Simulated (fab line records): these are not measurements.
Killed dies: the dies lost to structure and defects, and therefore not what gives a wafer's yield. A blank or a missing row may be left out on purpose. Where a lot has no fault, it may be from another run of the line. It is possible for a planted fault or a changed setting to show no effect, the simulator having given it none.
A struck lot beside a sound one ; flow n5Finfet ; 16 out of 1938 route steps
Sound: wafers L593.1, L593.4, L593.6. Struck: wafers L604.2, L604.3, L604.6. Last of all comes the cause.
Each step with rows lists, per side, the tool, then ch with its chambers, then its first start. Under that, the readings that differ: sound wafers ; struck wafers ; difference of the means ; sigmas: that difference in standard deviations of wafers without a fault.
alike: readings with means less than 2 such deviations apart, plus words and numbers identical on both sides. not compared: withheld readings, readings lacking a value on some wafer, bounds such as >300 that could conceal the same value, and numbers that have no deviation in the record and whose values overlap.
Wherever a step has rows on one side only, a row that says differs or no value, or a row with sigmas, the two part there. Non-overlapping numbers with no deviation appear without sigmas and do not part them. Lack of a reading on every wafer of one side parts them only where that side has two or more wafers.

N5_ZERO_LAYER_PECVD_02: deposits SiO2 from SiH4/N2O, target thk 10 nm, time 6 s.
  sound on pecvd-04 ch 1,2, day 1 12:17; struck on pecvd-04 ch 0,2, day 4 06:17
  alike: heaterPowerW, showerheadPlenumPTorr, susceptorTempC
then, 8 steps without rows for these wafers: N5_ZERO_LAYER_HMDS_04 (time 60 s); N5_ZERO_LAYER_COAT_05 (resist thk 1000 nm); N5_ZERO_LAYER_EBR_07; N5_ZERO_LAYER_SOFTBAKE_06 (time 90 s); N5_ZERO_LAYER_EXPOSE_08 (exposes mask ZERO, defocus 0 nm, target cd 2000 nm); N5_ZERO_LAYER_PEB_09; N5_ZERO_LAYER_DEVELOP_10 (develop time 60 s); N5_ZERO_LAYER_HARDBAKE_23 (time 120 s).
N5_ZERO_LAYER_CD_MEAS_11: the cd target is 2000 nm.
  sound on cdSem-01 ch 0, day 1 12:38; struck on cdSem-02 ch 0, day 4 06:40
  alike: cdNm
N5_ZERO_LAYER_DESCUM_16: chemistry O2, time 7.9 s.
  sound on rieDiel-06 ch 1,2,3, day 1 12:41; struck on rieDiel-06 ch 0,1,3, day 4 06:42
  alike: drypumpMotorCurrentA, oesProductAu, rfVppV, showerheadPlenumPTorr, throttleValvePct
  not compared: rfHoursCounterH
N5_ZERO_LAYER_ETCH_17: etches SiO2 in CF4, target depth 12 nm, time 13.3 s.
  sound on rieDiel-06 ch 1,2,3, day 1 12:43; struck on rieDiel-06 ch 0,1,3, day 4 06:44
  alike: drypumpMotorCurrentA, oesProductAu, rfFwdPowerW, rfVppV, showerheadPlenumPTorr, throttleValvePct
  not compared: rfHoursCounterH
N5_ZERO_LAYER_ETCH_18: etches Si in HBr/Cl2, target depth 120 nm, time 40 s.
  sound on rieSi-03 ch 0,1,3, day 1 12:47; struck on rieSi-03 ch 0,1,2, day 4 06:48
reading;sound;struck;difference;sigmas
rfFwdPowerW (W);798.6 800.9 796.5;601.0 605.7 605.6;-194.6;-65
model.etch.depthNm (nm);118.6 122.8 121.1;105 103.8 105.8;-16;
model.ZERO_LAYER.featureDepthNm (nm);118.6 122.8 121.1;105 103.8 105.8;-16;
  alike: drypumpMotorCurrentA, heBacksideLeakSccm, mfcCl2Sccm, oesProductAu, throttleValvePct
  not compared: rfHoursCounterH
N5_ZERO_LAYER_STRIP_24: strips in O2.
  sound on plasmaAsher-02 ch 1, day 1 12:53; struck on plasmaAsher-01 ch 0,1, day 4 06:55
reading;sound;struck;difference;sigmas
heaterPowerW (W);294 298 298;330 323 325;+29;+2
  alike: drypumpMotorCurrentA, oesProductAu, stripTimeToEndpointS
  not compared: rfHoursCounterH
-- here the record skips 8 days between the struck wafers' starts before and after, leaving off in module ZERO_LAYER and picking up in module BEOL_M4 (first step shown: number 1111 of the route) --
N5_BEOL_M4_RC_MEAS_101:
  sound on prober-01 ch 0, day 8 17:41; struck on prober-02 ch 0, day 12 10:42
  alike: DIBL_N, DIBL_P, IOFF_N, IOFF_P, ION_N, ION_P, SS_N, SS_P, VT_N, VT_P
then, 1 step without rows for these wafers: N5_PASSIVATION_PROBE_49.

== WHERE THEY PART ==
At N5_ZERO_LAYER_ETCH_18 first; at N5_ZERO_LAYER_STRIP_24 last (within this record only). Later steps at which nothing parts them and some readings are alike: N5_BEOL_M4_RC_MEAS_101.

WHY: the cause the simulator had injected
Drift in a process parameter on rieSi-03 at N5_ZERO_LAYER_ETCH_18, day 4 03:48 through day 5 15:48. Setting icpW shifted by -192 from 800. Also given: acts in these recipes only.
